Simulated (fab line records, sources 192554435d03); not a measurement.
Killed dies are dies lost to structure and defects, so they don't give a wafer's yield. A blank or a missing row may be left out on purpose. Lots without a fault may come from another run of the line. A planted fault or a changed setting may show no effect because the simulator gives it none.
Chamber matching | flow n5_finfet | N5_MOL_CONTACT_COAG_ETCHBACK_136 on rie_diel-01: 4 sister chambers
The step etches SiO2 in CHF3, target depth 25 nm, time 16.7 s. 8 wafers are shown with their chamber, then 7 later ones without.

WAFERS WITH THEIR CHAMBER
wafer  | chamber | rf_vpp_V (V) | drypump_motor_current_A (A)
L088.1 | 0       | 493          | 6.3
L088.3 | 2       | 511          | 5.6
L088.4 | 1       | 537          | 5.8
L090.1 | 3       | 545          | 5.4
L090.2 | 0       | 492          | 6.2
L090.4 | 2       | 511          | 5.6
L091.4 | 1       | 536          | 5.7
L091.5 | 3       | 547          | 5.4

WAFERS WITHOUT THEIR CHAMBER
wafer  | rf_vpp_V (V) | drypump_motor_current_A (A)
L091.6 | 511          | 5.6
L093.1 | 512          | 5.7
L093.2 | 537          | 5.8
L093.5 | 548          | 5.4
L096.3 | 511          | 5.6
L096.5 | 493          | 6.2
L096.6 | 547          | 5.4

WHICH CHAMBER EACH WENT THROUGH
wafer  | from the rows above | in truth
L091.6 | 2                   | 2
L093.1 | 2                   | 2
L093.2 | 1                   | 1
L093.5 | 3                   | 3
L096.3 | 2                   | 2
L096.5 | 0                   | 0
L096.6 | 3                   | 3
Placed correctly: 7 of 7. Can't be placed from these rows: 0. Placed wrongly: 0.
How it was worked out, from the rows above alone: a wafer's distance from a chamber is the root of the sum, over the readings, of the square of ((its reading less the chamber's mean) divided by the reading's scatter). The wafer belongs to the nearest chamber; if the next one is less than 2 further off, it can't be placed. A chamber's mean is the mean of its shown wafers. The scatter: the root of (the sum of the squares of (reading less its chamber's mean) over the shown wafers, divided by (wafers less chambers)).
